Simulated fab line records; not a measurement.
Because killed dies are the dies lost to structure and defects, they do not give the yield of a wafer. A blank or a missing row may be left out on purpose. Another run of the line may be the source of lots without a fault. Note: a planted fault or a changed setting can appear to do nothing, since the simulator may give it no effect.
Matching of chambers    flow n5 finfet    N5_BEOL_M0_SAQP_HM_DEP_111 on pecvd-03 has 3 sister chambers
The step deposits SiO2 from SiH4/N2O, target thk 12 nm, time 7.2 s. 3 wafers are shown with their chamber, then 7 later ones without.

## WAFERS PAIRED WITH THEIR CHAMBERS
wafer   chamber  showerhead plenum p Torr (Torr)
L086.5  2        8.24
L091.1  1        8.09
L091.2  0        8.19

## WAFERS WITH NO CHAMBER GIVEN
wafer   showerhead plenum p Torr (Torr)
L091.4  8.23
L095.1  8.22
L095.3  8.11
L095.4  8.22
L096.1  8.20
L096.3  8.11
L096.4  8.23

## WHICH CHAMBER EACH ONE RAN IN
wafer   from the rows above      in truth
L091.4  can't be placed: 2 or 0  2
L095.1  can't be placed: 2 or 0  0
L095.3  1                        1
L095.4  can't be placed: 2 or 0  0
L096.1  can't be placed: 0 or 2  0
L096.3  1                        1
L096.4  can't be placed: 2 or 0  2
Correct placement for 2 of the 7. Cannot be placed on the basis of these rows: 5; the candidates contain the true chamber in 5. 0 placed wrongly.
How it was worked out, from the rows above alone: a wafer's distance from a chamber is the root of the sum, over the readings, of the square of ((its reading less the chamber's mean) divided by the reading's scatter). The wafer belongs to the nearest chamber; if the next one is less than 2 further off, it can't be placed. Each chamber's mean is taken over the wafers shown for it. The scatter: root of mean squared gap, hidden wafer to nearest shown wafer, with one shown wafer a chamber.
